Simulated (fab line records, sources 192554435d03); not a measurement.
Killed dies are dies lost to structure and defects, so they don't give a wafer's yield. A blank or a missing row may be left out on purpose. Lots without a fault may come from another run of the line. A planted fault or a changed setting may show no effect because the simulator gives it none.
Chamber matching | flow n5_finfet | N5_BEOL_M7_ILD_DEP_00 on pecvd-02: 3 sister chambers
The step deposits SiCOH lowk from DEMS/porogen, target thk 179.75 nm, time 33.4 s. 3 wafers are shown with their chamber, then 6 later ones without.

WAFERS WITH THEIR CHAMBER
wafer  | chamber | heater_power_w (W)
L228.4 | 1       | 238
L236.1 | 0       | 363
L236.4 | 2       | 344

WAFERS WITHOUT THEIR CHAMBER
wafer  | heater_power_w (W)
L243.1 | 324
L243.5 | 276
L243.6 | 314
L244.3 | 362
L244.5 | 268
L244.6 | 331

WHICH CHAMBER EACH WENT THROUGH
wafer  | from the rows above          | in truth
L243.1 | can't be placed: 2 or 0      | 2
L243.5 | can't be placed: 1 or 2 or 0 | 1
L243.6 | can't be placed: 2 or 0 or 1 | 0
L244.3 | can't be placed: 0 or 2      | 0
L244.5 | can't be placed: 1 or 2      | 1
L244.6 | can't be placed: 2 or 0      | 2
Placed correctly: 0 of 6. Can't be placed from these rows: 6 (the true chamber is among the candidates in 6). Placed wrongly: 0.
How it was worked out, from the rows above alone: a wafer's distance from a chamber is the root of the sum, over the readings, of the square of ((its reading less the chamber's mean) divided by the reading's scatter). The wafer belongs to the nearest chamber; if the next one is less than 2 further off, it can't be placed. A chamber's mean is the mean of its shown wafers. The scatter: with one shown wafer a chamber, the root of the mean of the squares of how far each hidden wafer lies from its nearest shown one.
